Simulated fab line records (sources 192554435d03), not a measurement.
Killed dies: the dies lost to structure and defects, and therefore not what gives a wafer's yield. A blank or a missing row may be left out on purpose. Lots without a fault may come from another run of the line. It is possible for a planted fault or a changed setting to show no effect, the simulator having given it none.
Split-lot study	flow n5_finfet	7 lots, 39 wafers read, on a route of 1938 steps

== THE SPLIT ITSELF ==
At N5_BEOL_M4_TRENCH_ETCH_37 (etches SiOC in C4F6/O2, target depth 55.555 nm, time 29.2 s), the setting target_depth_a was moved away from the recipe's 555.55 angstrom on 12 of the 39 wafers read, by -56.2% to +34.0%. The other wafers ran this setting at the recipe's value.

== FROM THE SPLIT TO THE READING: what the file shows between them, 8 steps ==
- N5_BEOL_M4_ETCH_41: etches SiCN in CH3F/O2, target depth 29.9 nm, time 52.5 s
- N5_BEOL_M4_STRIP_97: strips in N2/H2, time 10 s
- N5_BEOL_M4_OCD_MEAS_38
- N5_BEOL_M4_HM_STRIP_39: strips TiN in peroxide tin strip, target depth 25 nm, time 158 s
- N5_BEOL_M4_SRD_40: time 30 s
- N5_BEOL_M4_ECD_50: material Cu, target thk 300 nm
- N5_BEOL_M4_ANNEAL_51: time 90 s
- N5_BEOL_M4_CMP_52: polishes, stops on SiOC, t overpolish 6.8 s, target thk 40 nm

== THE READING ==
M4_THK, in nm, at N5_BEOL_M4_THK_MEAS_53 (measures by xrf). On this fab line, fault-free wafers typically give 39.9 nm with a standard deviation of 1.4 nm.

wafer	tool, chamber at the split	target_depth_a as run, angstrom	against the recipe	M4_THK, nm	against lot-mates on the recipe
L075.1	rie_diel-02, 2	555.55	recipe	38.0	-
L075.2	rie_diel-02, 1	243.1	-56.2%	7.8	-31.7
L075.3	rie_diel-02, 3	555.55	recipe	41.4	-
L075.4	rie_diel-02, 0	555.55	recipe	39.0	-
L075.5	rie_diel-02, 2	243.1	-56.2%	6.6	-32.9
L075.6	rie_diel-02, 3	243.1	-56.2%	8.4	-31.1
L079.1	rie_diel-06, 2	555.55	recipe	41.5	-
L079.3	rie_diel-06, 0	555.55	recipe	40.0	-
L079.6	rie_diel-06, 2	555.55	recipe	40.2	-
L080.1	rie_diel-05, 2	555.55	recipe	40.7	-
L080.2	rie_diel-05, 3	555.55	recipe	38.4	-
L080.3	rie_diel-05, 0	555.55	recipe	41.2	-
L080.4	rie_diel-05, 1	744.6	+34.0%	60.3	+20.2
L080.5	rie_diel-05, 2	744.6	+34.0%	60.4	+20.3
L080.6	rie_diel-05, 1	744.6	+34.0%	60.9	+20.8
L084.1	rie_diel-02, 1	674.3	+21.4%	52.2	+12.2
L084.2	rie_diel-02, 2	555.55	recipe	40.0	-
L084.3	rie_diel-02, 0	555.55	recipe	39.6	-
L084.4	rie_diel-02, 3	555.55	recipe	40.5	-
L084.5	rie_diel-02, 1	674.3	+21.4%	51.1	+11.1
L084.6	rie_diel-02, 0	674.3	+21.4%	51.3	+11.3
L083.1	rie_diel-05, 1	555.55	recipe	40.5	-
L083.2	rie_diel-05, 0	320.5	-42.3%	15.9	-24.7
L083.3	rie_diel-05, 2	555.55	recipe	40.7	-
L083.4	rie_diel-05, 3	320.5	-42.3%	16.4	-24.2
L083.5	rie_diel-05, 3	555.55	recipe	40.7	-
L083.6	rie_diel-05, 2	320.5	-42.3%	15.7	-24.9
L092.1	rie_diel-05, 2	555.55	recipe	38.1	-
L092.2	rie_diel-05, 0	555.55	recipe	39.9	-
L092.3	rie_diel-05, 1	555.55	recipe	38.8	-
L092.4	rie_diel-05, 0	555.55	recipe	40.7	-
L092.5	rie_diel-05, 1	555.55	recipe	39.8	-
L092.6	rie_diel-05, 2	555.55	recipe	40.1	-
L093.1	rie_diel-02, 0	555.55	recipe	35.2	-
L093.2	rie_diel-02, 2	555.55	recipe	38.7	-
L093.3	rie_diel-02, 3	555.55	recipe	38.9	-
L093.4	rie_diel-02, 1	555.55	recipe	38.2	-
L093.5	rie_diel-02, 3	555.55	recipe	40.4	-
L093.6	rie_diel-02, 2	555.55	recipe	38.5	-

THE FIT
A straight line over all 39 wafers: M4_THK changes by +0.574 nm for each +1% of target_depth_a; r = +1.00; the points scatter about the line by 1.3 nm.
The same after taking each lot's own level away (the mean of its wafers on the recipe; 39 wafers): +0.575 nm for each +1%; r = +1.00; scatter 1 nm.
That fit puts the effect of the largest move of target_depth_a on the reading at 32 nm.
Measured against the standard deviation above, the lots' own levels, which go from 38.32 to 40.63 nm, span 1.7 times it.
So the lot-to-lot level changes the slope little: the two slopes agree.
Check: with one of the wafers moved furthest among these (-56.2%) left out of the fit, the line predicts -32.5 nm for it against its lot-mates. It came out at -31.7 nm against them.

== THE WHOLE CHAIN: every reading that the file lists as answering this split, in the file's order ==
step	what it does	reading	change (the file's fit)	r (the file's)
N5_BEOL_M4_TRENCH_ETCH_37	etches SiOC in C4F6/O2, target depth 55.555 nm, time 29.2 s	BEOL_M4.feature_depth_nm (the simulator's own value, which no gauge read)	+0.549 nm for each +1% of the setting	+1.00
N5_BEOL_M4_TRENCH_ETCH_37	etches SiOC in C4F6/O2, target depth 55.555 nm, time 29.2 s	etch.depth_nm (the simulator's own value, which no gauge read)	+0.55 nm for each +1% of the setting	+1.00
N5_BEOL_M4_TRENCH_ETCH_37	etches SiOC in C4F6/O2, target depth 55.555 nm, time 29.2 s	TiN_of_BEOL_M4_HM_DEP_02.thk_nm (the simulator's own value, which no gauge read)	-0.0226 nm for each +1% of the setting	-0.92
N5_BEOL_M4_OCD_MEAS_38		trench_depth_nm	+0.546 nm for each +1% of the setting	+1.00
N5_BEOL_M4_CMP_52	polishes, stops on SiOC, t overpolish 6.8 s, target thk 40 nm	Cu_of_BEOL_M4_ECD_50.thk_nm (the simulator's own value, which no gauge read)	+0.571 nm for each +1% of the setting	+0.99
N5_BEOL_M4_THK_MEAS_53	measures by xrf	M4_THK	+0.575 for each +1% of the setting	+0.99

== FILE'S OWN FIT ==
M4_THK changes by +0.575 nm for each +1% of target_depth_a, r = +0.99.
